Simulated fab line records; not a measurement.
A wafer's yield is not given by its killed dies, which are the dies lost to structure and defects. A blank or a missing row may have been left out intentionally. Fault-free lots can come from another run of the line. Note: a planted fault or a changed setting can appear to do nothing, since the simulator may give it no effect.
Chamber matching | flow n5 finfet | N5_BEOL_M14_ETCH_67 on rie diel-01: 4 sister chambers
The step etches SiARC in CF4, target depth 143 nm, time 238.3 s. 14 wafers are shown with their chamber, then 7 later ones without.

## WAFERS WITH THEIR CHAMBER
wafer  | chamber | showerhead plenum p Torr (Torr) | etch rf on time s (s) | throttle valve pct (%)
L080.1 | 2       | 2.10                            | 233                   | 15.68
L080.4 | 3       | 2.12                            | 241                   | 15.94
L080.5 | 1       | 2.10                            | 229                   | 15.34
L083.2 | 1       | 2.10                            | 230                   | 15.38
L083.5 | 0       | 2.08                            | 237                   | 15.31
L083.6 | 1       | 2.10                            | 229                   | 15.37
L090.1 | 3       | 2.11                            | 235                   | 15.47
L090.2 | 0       | 2.07                            | 236                   | 15.33
L090.6 | 0       | 2.07                            | 237                   | 15.33
L088.2 | 0       | 2.07                            | 236                   | 15.33
L088.4 | 2       | 2.09                            | 231                   | 15.75
L088.6 | 0       | 2.07                            | 238                   | 15.32
L089.2 | 0       | 2.07                            | 239                   | 15.34
L089.3 | 2       | 2.09                            | 233                   | 15.75

SIGNATURES (means of the wafers above)
reading                  | chamber 0 | chamber 1 | chamber 2 | chamber 3 | scatter within a chamber
showerhead plenum p Torr | 2.0717    | 2.1000    | 2.0933    | 2.1150    | 0.00447
etch rf on time s        | 237.17    | 229.33    | 232.33    | 238.00    | 1.68
throttle valve pct       | 15.3267   | 15.3633   | 15.7267   | 15.7050   | 0.107
Rule: a wafer's distance from a chamber is the root of the sum, over the readings, of the square of ((its reading less the chamber's mean) divided by the reading's scatter). If the next closest chamber is less than 2 further off than the closest, the wafer can't be placed; otherwise it belongs to the closest. The scatter is the square root of a quotient: the sum, over the shown wafers, of each reading's squared deviation from its chamber's mean, divided by wafers minus chambers.

## WAFERS MISSING THEIR CHAMBER
wafer  | showerhead plenum p Torr (Torr) | etch rf on time s (s) | throttle valve pct (%)
L089.6 | 2.09                            | 230                   | 15.73
L095.2 | 2.08                            | 232                   | 15.76
L095.5 | 2.07                            | 241                   | 15.36
L095.6 | 2.11                            | 240                   | 15.50
L097.1 | 2.10                            | 237                   | 15.50
L097.2 | 2.08                            | 230                   | 15.77
L097.4 | 2.07                            | 239                   | 15.37

## EACH ONE'S CHAMBER
wafer  | from the rows above          | in truth
L089.6 | 2                            | 2
L095.2 | 2                            | 2
L095.5 | 0                            | 0
L095.6 | 3                            | 3
L097.1 | can't be placed: 2 or 3 or 1 | 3
L097.2 | 2                            | 2
L097.4 | 0                            | 0
Correct placement for 6 of the 7. From these rows, 1 cannot be placed; in 1 the true chamber is one of the candidates. Number placed wrongly: 0.
